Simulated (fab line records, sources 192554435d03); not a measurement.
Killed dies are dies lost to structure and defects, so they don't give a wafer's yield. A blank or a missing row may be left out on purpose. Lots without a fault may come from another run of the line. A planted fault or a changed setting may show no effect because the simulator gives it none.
fab line records | flow n5_finfet
record lots=6 wafers=18 last_day=19
route steps=1938 shown BEOL_M1@767 BEOL_M4@1111 PASSIVATION@1936
lots that met no fault: from a run of the same line without faults
start_h: hours from the record's first day to the start of the lot's first wafer shown | wait_h: hours since the lot's step before | " the same as in the row above | L1.1+2: a row that stands for several wafers | - no value, or no start given | * or withheld: withheld | < > ~ a bound
route shown NAME@n: a module of which the file shows steps, and the number in the route of the first | usual: mean/standard deviation of fault-free wafers | same: alike in all rows | chamber/n: place in a boat | sites: the reading at each site | _std_site: their standard deviation | _edge_site: outer sites' mean less inner sites' | radius_mm: how far each site lies from the wafer's centre | mask NAME#n: copy n | behind: the tool/chamber that last shaped the wafer | hold: why the lot was held/for how many hours/how that ended | device: the transistor (n, p or np) that didn't switch | end of line: the same wafers' tests at the end of the route | a step without rows: its recipe alone | killed: dies lost to structure and defects at the first sort, not the wafer's yield | map: a wafer's dies, x killed, . not, _ none there
set.NAME: the setting as run; set.NAME@STEP: as run at that earlier step | model.NAME: the simulator's own value behind a step, which no gauge read
lots at some steps of the route; a table a step, a row a wafer
services: from which hour (start_h, from the record's first day; less than 0 if before it) a tool's chamber was out of use, for how many hours, and why
## steps
# step N5_BEOL_M1_DESCUM_16
# recipe chemistry=O2 time_s=7 source_power_w=50 bias_power_w=20 pressure_mtorr=20 rf_frequency_hz=2.712e+07 temp_c=40 resist=CAR-EUV o2_flow_sccm=225
# step N5_BEOL_M1_ETCH_74
# recipe chemistry=N2/H2 target=underlayer target_depth_a=65 mask_material=CAR-EUV time_s=5.2 ion_energy_ev=200 pressure_mtorr=30 source_w=840 bias_w=150 n2_flow_sccm=200 h2_flow_sccm=200 ends=cleared
# usual drypump_motor_current_A=5.8/0.66 etch_rf_on_time_s=5.18/0.095 oes_product_au=0.70/0.078 rf_vpp_V=523.8/2.5 showerhead_plenum_p_Torr=2.54/0.082 throttle_valve_pct=17.86/0.2
# columns lot.wafer tool chamber start_h wait_h drypump_motor_current_A etch_rf_on_time_s oes_product_au rf_hours_counter_h rf_vpp_V showerhead_plenum_p_Torr throttle_valve_pct
L324.3 rie_diel-06 3 153.22 0.0 5.1 5.26 0.61 193 520.9 2.42 18.22
L324.5 " 2 " " 6.6 5.01 0.86 - 525.7 2.60 17.86
L324.6 " 1 " " 4.9 5.26 0.61 - 524.7 2.52 17.84
L327.2 rie_diel-04 1 171.13 0.0 5.9 5.11 0.65 144 526.7 2.66 17.93
L327.5 " 0 " " 5.4 5.21 0.81 - 526.6 2.71 17.57
L327.6 " 3 " " 5.9 5.18 0.77 - 523.9 2.59 17.64
L331.2 rie_diel-04 1 198.46 0.0 5.9 5.09 0.64 152 526.6 2.65 17.95
L331.5 " 2 " " 6.2 5.17 0.65 - 520.8 2.44 18.09
L331.6 " 3 " " 5.9 5.12 0.75 - 524.9 2.58 17.65
L332.3 rie_diel-06 1 201.07 0.0 5.0 5.26 0.61 206 522.7 2.52 17.89
L332.4 " 2 " " 6.6 4.98 0.81 14 525.4 2.60 17.91
L332.6 " 2 " " 6.6 5.00 0.80 - 527.1 2.60 17.89
L340.1 rie_diel-06 2 251.33 0.0 6.6 5.08 0.77 30 524.3 2.59 17.90
L340.3 " 0 " " 6.2 5.16 0.74 48 525.4 2.59 17.72
L340.4 " 3 " " 5.1 5.39 0.59 224 520.9 2.41 18.28
L341.2 rie_diel-06 0 260.23 0.0 6.3 5.13 0.74 50 524.3 2.59 17.71
L341.5 " 1 " " 5.0 5.29 0.60 - 524.3 2.51 17.91
L341.6 " 2 " " 6.6 5.06 0.77 - 523.1 2.59 17.94
# step N5_BEOL_M1_ETCH_63
# recipe chemistry=CF4 target=SiARC target_depth_a=156 mask_material=CAR-EUV time_s=26 ion_energy_ev=80 pressure_mtorr=40 source_w=545 bias_w=36 Ar_flow_sccm=100 cf4_flow_sccm=100 ends=cleared
# usual drypump_motor_current_A=5.7/0.66 etch_rf_on_time_s=26.0/0.49 mfc_ar_sccm=99.98/0.28 oes_product_au=0.70/0.078 rf_vpp_V=184.1/1.2 showerhead_plenum_p_Torr=2.14/0.065 throttle_valve_pct=15.59/0.21
# columns lot.wafer tool chamber start_h wait_h drypump_motor_current_A etch_rf_on_time_s mfc_ar_sccm oes_product_au rf_hours_counter_h rf_vpp_V showerhead_plenum_p_Torr throttle_valve_pct
L324.3 rie_diel-06 3 153.24 0.0 5.1 26.7 99.54 0.61 193 181.5 2.04 15.96
L324.5 " 2 " " 6.6 25.5 99.81 0.86 - 184.5 2.19 15.52
L324.6 " 1 " " 4.9 26.7 100.12 0.62 - 186.2 2.12 15.65
L327.2 rie_diel-04 1 171.15 0.0 5.9 25.5 99.74 0.65 144 184.1 2.23 15.70
L327.5 " 0 " " 5.3 26.0 99.94 0.81 - 185.0 2.27 15.34
L327.6 " 3 " " 5.8 25.8 99.91 0.77 - 185.4 2.18 15.38
L331.2 rie_diel-04 1 198.48 0.0 5.9 25.6 100.22 0.65 152 185.0 2.23 15.70
L331.5 " 2 " " 6.2 26.1 99.81 0.65 - 182.5 2.07 15.78
L331.6 " 3 " " 5.9 26.1 99.94 0.75 - 184.6 2.18 15.41
L332.3 rie_diel-06 1 201.09 0.0 5.0 26.9 99.81 0.62 206 183.5 2.12 15.67
L332.4 " 2 " " 6.6 25.4 99.79 0.80 14 184.0 2.19 15.55
L332.6 " 2 " " 6.6 25.5 100.00 0.80 - 184.9 2.19 15.54
L340.1 rie_diel-06 2 251.34 0.0 6.6 25.8 99.47 0.77 30 184.0 2.18 15.58
L340.3 " 0 " " 6.3 26.3 99.67 0.74 48 184.1 2.18 15.38
L340.4 " 3 " " 5.1 27.3 100.30 0.59 224 181.5 2.03 16.00
L341.2 rie_diel-06 0 260.24 0.0 6.2 25.5 100.15 0.75 50 183.7 2.18 15.38
L341.5 " 1 " " 4.9 26.5 99.61 0.61 - 182.1 2.11 15.71
L341.6 " 2 " " 6.6 25.7 100.14 0.76 - 183.4 2.18 15.58
# step N5_BEOL_M1_ETCH_64
# recipe chemistry=N2/H2 target=SOC target_depth_a=750 overetch_a=150 mask_material=SiARC temp_c=40 time_s=112.5 ion_energy_ev=200 pressure_mtorr=30 source_w=840 bias_w=150 n2_flow_sccm=200 h2_flow_sccm=200
# usual drypump_motor_current_A=5.8/0.66 oes_product_au=0.65/0.067 rf_vpp_V=523.8/2.3 showerhead_plenum_p_Torr=2.54/0.082 throttle_valve_pct=17.82/0.2
# columns lot.wafer tool chamber start_h wait_h drypump_motor_current_A oes_product_au rf_hours_counter_h rf_vpp_V showerhead_plenum_p_Torr throttle_valve_pct
L324.3 rie_diel-06 3 153.27 0.0 5.1 0.58 193 519.4 2.42 18.21
L324.5 " 2 " " 6.6 0.78 - 525.1 2.60 17.82
L324.6 " 1 " " 4.9 0.59 - 521.6 2.52 17.84
L327.2 rie_diel-04 1 171.18 0.0 5.9 0.60 144 526.5 2.66 17.90
L327.5 " 0 " " 5.4 0.76 - 528.0 2.71 17.55
L327.6 " 3 " " 5.8 0.72 - 526.2 2.59 17.59
L331.2 rie_diel-04 1 198.51 0.0 5.9 0.59 152 526.6 2.65 17.90
L331.5 " 2 " " 6.2 0.60 - 521.1 2.44 18.04
L331.6 " 3 " " 5.9 0.71 - 524.0 2.58 17.61
L332.3 rie_diel-06 1 201.12 0.0 4.9 0.58 206 523.3 2.52 17.84
L332.4 " 2 " " 6.6 0.73 14 525.5 2.60 17.84
L332.6 " 2 " " 6.6 0.74 - 525.5 2.60 17.83
L340.1 rie_diel-06 2 251.37 0.0 6.6 0.71 30 524.8 2.59 17.87
L340.3 " 0 " " 6.3 0.69 48 525.3 2.59 17.66
L340.4 " 3 " " 5.1 0.56 224 518.6 2.41 18.25
L341.2 rie_diel-06 0 260.27 0.0 6.3 0.68 50 524.9 2.59 17.67
L341.5 " 1 " " 4.9 0.56 - 522.9 2.51 17.87
L341.6 " 2 " " 6.6 0.70 - 523.9 2.59 17.88
# step N5_BEOL_M1_STRIP_65
# recipe chemistry=N2/H2 temp_c=40 n2_flow_sccm=200 h2_flow_sccm=200 rf_frequency_hz=6e+07
# step N5_BEOL_M1_STRIP_75
# recipe chemistry=N2/H2 temp_c=40 n2_flow_sccm=200 h2_flow_sccm=200 rf_frequency_hz=6e+07
# step N5_BEOL_M1_STRIP_66
# recipe chemistry=CF4 resist=SiARC power_w=300 bias_power_w=75 pressure_mtorr=50 cf4_flow_sccm=150 rf_frequency_hz=6e+07
# usual drypump_motor_current_A=5.7/0.67 oes_product_au=0.81/0.083 rf_vpp_V=271.1/1.4 showerhead_plenum_p_Torr=1.80/0.054 throttle_valve_pct=13.54/0.22
# columns lot.wafer tool chamber start_h wait_h drypump_motor_current_A oes_product_au rf_hours_counter_h rf_vpp_V showerhead_plenum_p_Torr throttle_valve_pct
L324.3 rie_diel-06 3 153.40 0.0 5.1 0.72 193 270.8 1.71 13.93
L324.5 " 2 " " 6.6 0.98 - 272.4 1.84 13.46
L324.6 " 1 " " 4.9 0.74 - 270.4 1.78 13.65
L327.2 rie_diel-04 1 171.30 0.0 5.9 0.75 144 272.7 1.87 13.64
L327.5 " 0 " " 5.4 0.94 - 272.7 1.90 13.27
L327.6 " 3 " " 5.9 0.89 - 271.1 1.83 13.34
L331.2 rie_diel-04 1 198.63 0.0 5.9 0.75 152 272.8 1.86 13.67
L331.5 " 2 " " 6.2 0.75 - 268.7 1.74 13.77
L331.6 " 3 " " 5.8 0.87 - 270.6 1.83 13.34
L332.3 rie_diel-06 1 201.25 0.0 4.9 0.73 206 269.5 1.77 13.68
L332.4 " 2 " " 6.6 0.91 14 273.7 1.83 13.48
L332.6 " 2 " " 6.6 0.91 - 272.7 1.83 13.47
L340.1 rie_diel-06 2 251.50 0.0 6.6 0.88 30 270.9 1.83 13.52
L340.3 " 0 " " 6.3 0.86 48 271.0 1.83 13.32
L340.4 " 3 " " 5.1 0.70 224 269.6 1.70 13.99
L341.2 rie_diel-06 0 260.40 0.0 6.2 0.85 50 272.9 1.83 13.31
L341.5 " 1 " " 4.9 0.71 - 271.1 1.77 13.73
L341.6 " 2 " " 6.6 0.88 - 271.2 1.83 13.51
# step N5_BEOL_M1_HM_OPEN_17
# recipe chemistry=Cl2/BCl3 target_depth_a=200 overetch_a=60 target=TiN mask_material=SOC ion_energy_ev=150 pressure_mtorr=10 icp_w=1000 bias_w=126 Cl2_flow_sccm=53.25 bcl3_flow_sccm=21.75 Ar_flow_sccm=25
# step N5_BEOL_M1_STRIP_19
# recipe chemistry=O2 power_w=400 temp_c=40 pressure_mtorr=30 rf_frequency_hz=6e+07 bias_power_w=0 overash_fraction=0.2 o2_flow_sccm=225
# usual drypump_motor_current_A=5.7/0.67 oes_product_au=0.82/0.087 rf_vpp_V=3.7/0.5 showerhead_plenum_p_Torr=2.10/0.064 throttle_valve_pct=16.65/0.21
# columns lot.wafer tool chamber start_h wait_h drypump_motor_current_A oes_product_au rf_hours_counter_h rf_vpp_V showerhead_plenum_p_Torr throttle_valve_pct
L324.3 rie_diel-06 0 153.58 0.1 6.2 0.93 16 3.5 2.14 16.37
L324.5 " 3 " " 5.1 0.72 - 3.0 2.00 17.03
L324.6 " 0 " " 6.3 0.94 - 3.9 2.14 16.35
L327.2 rie_diel-06 1 171.54 0.1 4.9 0.73 198 3.9 2.09 16.75
L327.5 " 2 " " 6.6 0.96 - 3.8 2.14 16.57
L327.6 " 1 " " 5.0 0.74 - 3.3 2.09 16.77
L331.2 rie_diel-06 2 198.79 0.1 6.6 0.95 13 4.4 2.14 16.58
L331.5 " 1 " " 4.9 0.74 - 2.4 2.08 16.78
L331.6 " 2 " " 6.6 0.94 - 4.1 2.14 16.58
L332.3 rie_diel-04 1 201.43 0.1 5.9 0.76 153 3.4 2.18 16.75
L332.4 " 0 " " 5.3 0.92 23 3.0 2.24 16.46
L332.6 " 3 " " 5.9 0.88 - 4.3 2.14 16.50
L340.1 rie_diel-04 3 251.69 0.1 5.8 0.87 48 4.4 2.14 16.52
L340.3 " 0 " " 5.3 0.90 35 3.6 2.23 16.47
L340.4 " 1 " " 5.9 0.75 166 3.5 2.18 16.76
L341.2 rie_diel-01 3 260.62 0.2 5.4 0.87 29 3.1 2.05 16.29
L341.5 " 1 " " 6.7 0.79 - 3.3 2.12 16.61
L341.6 " 2 " " 4.9 0.75 - 3.8 2.00 16.73
# step N5_BEOL_M1_CD_MEAS_18
# recipe pitch_nm=36 target_cd_nm=18
# usual cd_nm=17.96/0.28
# columns lot.wafer tool chamber start_h wait_h cd_nm
L324.3 cd_sem-02 - 153.65 0.1 17.78
L324.5 " - " " 17.49
L324.6 " - " " 17.78
L327.2 cd_sem-01 - 171.62 0.1 17.76
L327.5 " - " " 17.97
L327.6 " - " " 17.64
L331.2 cd_sem-02 - 198.86 0.1 18.11
L331.5 " - " " 18.13
L331.6 " - " " 18.02
L332.3 cd_sem-01 - 201.50 0.1 18.13
L332.4 " - " " 17.89
L332.6 " - " " 17.91
L340.1 cd_sem-01 - 251.76 0.0 17.76
L340.3 " - " " 17.69
L340.4 " - " " 18.46
L341.2 cd_sem-02 - 260.69 0.1 17.57
L341.5 " - " " 17.82
L341.6 " - " " 17.31
# step N5_BEOL_M1_COAT_67
# recipe resist=SOC temp_c=250 time_s=60 spin_rpm=1500 resist_thk_nm=60
# step N5_BEOL_M1_COAT_68
# recipe resist=SiARC temp_c=220 time_s=60 spin_rpm=1500 resist_thk_nm=12
# step N5_BEOL_M1_COAT_76
# recipe resist=underlayer temp_c=205 time_s=60 spin_rpm=1500 resist_thk_nm=5
# usual heater_power_total_W=391.8/1.4 plate_temp_C=204.98/0.15 run_length_s=66.24/0.12
# columns lot.wafer tool chamber start_h wait_h heater_power_total_W plate_temp_C run_length_s
L324.3 litho_track-05 0 153.69 - 392.5 204.87 66.21
L324.5 " 0 " " 391.2 204.97 66.29
L324.6 " 0 " " 389.8 205.10 66.18
L327.2 litho_track-04 0 171.66 - 393.7 204.98 66.08
L327.5 " 0 " " 393.3 205.09 66.09
L327.6 " 0 " " 391.0 204.93 66.10
L331.2 litho_track-04 0 198.90 - 393.4 205.23 66.14
L331.5 " 0 " " 394.0 204.84 66.21
L331.6 " 0 " " 441.7 - 55.67
L332.3 litho_track-04 0 201.54 - 393.9 205.13 66.18
L332.4 " 0 " " 439.8 - 55.64
L332.6 " 0 " " 439.6 - 55.47
L340.1 litho_track-02 0 251.80 - 390.1 205.18 66.12
L340.3 " 0 " " 392.7 205.20 66.22
L340.4 " 0 " " 392.5 205.00 66.31
L341.2 litho_track-05 0 260.73 - 389.6 205.07 66.22
L341.5 " 0 " " 389.8 204.91 66.31
L341.6 " 0 " " 392.1 204.84 66.19
# step N5_BEOL_M1_COAT_22
# recipe resist=CAR-EUV spin_rpm=1500 resist_thk_nm=30
# step N5_BEOL_M4_RC_MEAS_101
# usual DIBL_N=36.4/1.4 DIBL_P=36.4/1.5 IOFF_N=0.156/0.022 IOFF_P=0.210/0.023 ION_N=675/9.1 ION_P=463/5.7 SS_N=71.6/0.45 SS_P=73.3/0.56 VT_N=250/3.1 VT_P=-250.3/2.3
# columns lot.wafer tool chamber start_h wait_h DIBL_N[mV/V] DIBL_P[mV/V] IOFF_N[nA/um] IOFF_P[nA/um] ION_N[uA/um] ION_P[uA/um] SS_N[mV/dec] SS_P[mV/dec] VT_N[mV] VT_P[mV]
L324.3 prober-01 0 224.19 0.3 36.2 36.9 0.182 0.227 678 463 71.5 73.5 246 -249.8
L324.5 " 0 " " 33.7 35.0 0.139 0.194 672 464 70.9 71.9 249 -250.3
L324.6 " 0 " " 36.1 38.1 0.190 0.258 694 476 71.9 73.3 243 -247.5
L327.2 prober-01 0 242.12 0.2 38.4 41.1 0.218 0.288 696 471 71.7 74.5 243 -245.6
L327.5 " 0 " " 35.5 37.5 0.162 0.217 676 464 71.1 72.9 249 -247.3
L327.6 " 0 " " 36.9 38.5 0.187 0.229 685 464 71.4 73.7 245 -249.3
L331.2 prober-01 0 257.46 0.2 34.8 34.8 0.123 0.179 656 450 71.4 73.2 256 -254.4
L331.5 " 0 " " 36.0 36.2 0.136 0.194 660 464 71.5 74.0 255 -252.4
L331.6 " 0 " " 37.7 37.9 0.170 0.232 671 461 72.1 73.5 252 -250.2
L332.3 prober-01 0 275.32 0.3 38.9 35.3 0.159 0.225 675 468 71.3 73.1 249 -250.0
L332.4 " 0 " " 39.6 35.1 0.165 0.218 667 458 72.0 73.3 250 -248.5
L332.6 " 0 " " 38.8 34.6 0.149 0.202 658 452 71.9 73.3 254 -249.9
L340.1 prober-01 0 317.48 0.0 39.6 39.2 0.214 0.253 692 468 72.1 74.1 246 -248.8
L340.3 " 0 " " 38.3 38.4 0.193 0.231 689 468 71.8 73.4 247 -248.4
L340.4 " 0 " " 37.3 36.2 0.175 0.206 678 461 71.2 73.4 248 -250.1
L341.2 prober-02 0 327.85 0.2 36.4 37.5 0.167 0.238 683 474 72.1 73.0 249 -248.2
L341.5 " 0 " " 36.3 37.1 0.158 0.233 688 475 71.7 72.9 250 -246.6
L341.6 " 0 " " 37.8 37.9 0.193 0.260 685 473 71.9 73.3 245 -248.3
# step N5_PASSIVATION_PROBE_49
# usual defect_limited_yield=91.5/1.3 killed_at_M0_to_M3=33/10 killed_at_M4_up=13/4 killed_at_contacts=12/6.3 killed_at_front_end=39/11 killed_at_other=3.4/2.6 killed_dies=100/15 killed_open=65/11 killed_short=34/7.8 sort_bin_5_function=5.0/0.89 sort_bin_6_memory=3.2/0.58 sort_n_pass=1080/15 sort_yield_pct=91.5/1.3
# same gross_dies=1180 killed_at_back_side=0 sort_bin_4_leakage[%]=0 sort_bin_8_speed[%]=0
# columns lot.wafer tool chamber start_h wait_h defect_limited_yield[%] killed_at_M0_to_M3 killed_at_M4_up killed_at_contacts killed_at_front_end killed_at_other killed_dies killed_open killed_short sort_bin_5_function[%] sort_bin_6_memory[%] sort_n_pass sort_yield_pct[%]
L324.3 prober-02 - 338.28 0.1 90.8 19 15 21 54 0 109 85 20 5.7 3.1 1071 90.8
L324.5 prober-02 - 338.38 0.2 91.8 24 11 13 44 5 97 59 36 4.2 3.6 1083 91.8
L324.6 prober-02 - 338.43 0.3 92.6 21 21 5 37 3 87 61 23 4.0 2.7 1093 92.6
L327.2 prober-01 - 357.69 0.1 91.9 34 14 14 30 4 96 60 29 4.5 2.8 1084 91.9
L327.5 prober-01 - 357.84 0.2 92.8 26 9 17 30 3 85 46 39 4.6 2.2 1095 92.8
L327.6 prober-01 - 357.89 0.3 91.2 51 15 8 30 0 104 70 33 5.9 2.9 1076 91.2
L331.2 prober-01 - 363.49 0.1 92.5 37 10 8 29 4 88 62 26 4.4 2.9 1092 92.5
L331.5 prober-01 - 363.64 0.2 91.3 35 8 7 46 7 103 60 43 5.2 3.3 1077 91.3
L331.6 prober-01 - 363.69 0.3 91.4 40 9 2 48 3 102 58 44 4.9 3.2 1078 91.4
L340.1 prober-02 - 423.81 0.0 92.4 34 12 13 29 2 90 55 33 4.8 2.5 1090 92.4
L340.3 prober-02 - 423.91 0.1 91.7 35 15 7 39 2 98 62 35 5.1 2.6 1082 91.7
L340.4 prober-02 - 423.96 0.2 91.7 30 11 15 38 4 98 65 32 4.8 3.1 1082 91.7
# killed by level:class
L324.3 STI_FIN_REVEAL:geometric_particle:open=30 MOL_CONTACT_COAG:geometric_particle:open=18 BEOL_M2:geometric_particle:open=8 FIN_SAQP:geometric_particle:short=5 BEOL_M3:geometric_particle:open=5 GATE_CUT:geometric_particle:short=4 BEOL_M0_SAQP:geometric_particle:open=4 BEOL_M4:geometric_particle:open=4
L324.5 FIN_SAQP:geometric_particle:short=13 STI_FIN_REVEAL:geometric_particle:open=13 MOL_CONTACT_COAG:geometric_particle:open=10 BEOL_M4:geometric_particle:open=7 BEOL_M2:geometric_particle:open=6 FIN_SAQP:geometric_particle:open=5 BEOL_M0_SAQP:geometric_particle:short=5 BEOL_M0_SAQP:geometric_particle:open=4
L324.6 FIN_SAQP:geometric_particle:open=11 BEOL_M4:geometric_particle:open=9 STI_FIN_REVEAL:geometric_particle:open=7 FIN_SAQP:geometric_particle:short=6 BEOL_M0_SAQP:geometric_particle:open=5 BEOL_M2:geometric_particle:open=5 STI_FIN_REVEAL:geometric_particle:short=4 BEOL_M3:geometric_particle:open=4
L327.2 MOL_CONTACT_COAG:geometric_particle:open=10 BEOL_M0_SAQP:geometric_particle:short=9 BEOL_M2:geometric_particle:open=8 STI_FIN_REVEAL:geometric_particle:open=7 BEOL_M0_SAQP:geometric_particle:open=6 BEOL_M5:geometric_particle:open=5 HKMG_FIN:area_etch=5 GATE_CUT:geometric_particle:short=4
L327.5 MOL_CONTACT_COAG:geometric_particle:open=11 BEOL_M0_SAQP:geometric_particle:short=11 MOL_CONTACT_COAG:geometric_particle:short=6 BEOL_M0_SAQP:geometric_particle:open=6 FIN_SAQP:geometric_particle:open=5 STARTING-WAFER:geometric_particle:short=5 GATE_CUT:geometric_particle:open=4 BEOL_M2:geometric_particle:open=4
L327.6 BEOL_M2:geometric_particle:open=16 BEOL_M0_SAQP:geometric_particle:short=13 BEOL_M0_SAQP:geometric_particle:open=9 FIN_SAQP:geometric_particle:open=8 MOL_CONTACT_COAG:geometric_particle:open=6 BEOL_M1:geometric_particle:open=6 FIN_SAQP:geometric_particle:short=5 BEOL_M4:geometric_particle:open=5
L331.2 BEOL_M3:geometric_particle:open=10 BEOL_M1:geometric_particle:open=7 STI_FIN_REVEAL:geometric_particle:open=6 GATE_CUT:geometric_particle:open=6 BEOL_M0_SAQP:geometric_particle:open=6 FIN_SAQP:geometric_particle:open=5 MOL_CONTACT_COAG:geometric_particle:open=5 BEOL_M2:geometric_particle:open=5
L331.5 BEOL_M0_SAQP:geometric_particle:open=10 BEOL_M0_SAQP:geometric_particle:short=10 FIN_SAQP:geometric_particle:short=8 FIN_SAQP:geometric_particle:open=8 STI_FIN_REVEAL:geometric_particle:open=6 BEOL_M3:geometric_particle:open=6 MOL_CONTACT_COAG:geometric_particle:open=5 STARTING-WAFER:geometric_particle:open=5
L331.6 BEOL_M3:geometric_particle:open=12 GATE_CUT:geometric_particle:short=10 BEOL_M0_SAQP:geometric_particle:short=10 BEOL_M0_SAQP:geometric_particle:open=9 FIN_SAQP:geometric_particle:short=7 FIN_SAQP:geometric_particle:open=6 ILD0:geometric_particle:short=5 DUMMY_GATE:geometric_particle:open=4
L340.1 MOL_CONTACT_COAG:geometric_particle:open=10 BEOL_M3:geometric_particle:open=10 BEOL_M5:geometric_particle:open=8 BEOL_M0_SAQP:geometric_particle:short=7 BEOL_M0_SAQP:geometric_particle:open=6 FIN_SAQP:geometric_particle:short=5 FIN_SAQP:geometric_particle:open=5 BEOL_M1:geometric_particle:short=4
L340.3 FIN_SAQP:geometric_particle:short=13 DUMMY_GATE:geometric_particle:open=8 FIN_SAQP:geometric_particle:open=7 BEOL_M0_SAQP:geometric_particle:open=7 BEOL_M0_SAQP:geometric_particle:short=7 BEOL_M2:geometric_particle:open=7 MOL_CONTACT_COAG:geometric_particle:open=5 BEOL_M3:geometric_particle:open=5
L340.4 MOL_CONTACT_COAG:geometric_particle:open=14 STI_FIN_REVEAL:geometric_particle:open=9 DUMMY_GATE:geometric_particle:open=7 GATE_CUT:geometric_particle:short=7 BEOL_M0_SAQP:geometric_particle:open=7 BEOL_M0_SAQP:geometric_particle:short=6 BEOL_M0:geometric_particle:open=4 BEOL_M1:geometric_particle:open=4
## services
# columns tool chamber start_h hours kind
rie_diel-06 2 130.34 - clean
rie_diel-06 2 130.34 - consumable_replace:focus_ring
rie_diel-06 2 130.34 22.1 scheduled_down
rie_diel-06 2 130.34 22.1 vent_cycle
rie_diel-01 3 152.84 - clean
rie_diel-01 3 152.84 - consumable_replace:focus_ring
rie_diel-01 3 152.84 19.1 scheduled_down
rie_diel-01 3 152.84 19.1 vent_cycle
litho_track-05 - 181.18 - consumable_replace:filter
rie_diel-06 1 183.64 4.6 repair
rie_diel-01 0 196.72 1.8 repair
rie_diel-01 1 196.83 5.2 repair
rie_diel-06 - 213.84 2.8 pm
rie_diel-04 - 228.29 14.6 pm
rie_diel-01 2 247.70 9.1 repair
rie_diel-04 2 255.92 2.1 repair
## key
first_sign step=N5_BEOL_M1_COAT_76 reading=run_length_s direction=down sigmas=90 usual=* struck=*
effect step=N5_BEOL_M1_COAT_76 reading=heater_power_total_W direction=up sigmas=36 usual=* struck=*
met_at N5_BEOL_M1_COAT_76
struck_wafers L331.6,L332.4,L332.6
onset_between 171.66 198.90
fault kind=process_parameter_drift tool=litho_track-04 chamber=- onset_h=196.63 steps=N5_BEOL_M1_COAT_76 channel=time_s offset=* shape=step end_h=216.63 scope=struck_wafers_only acts_in=* stated=*
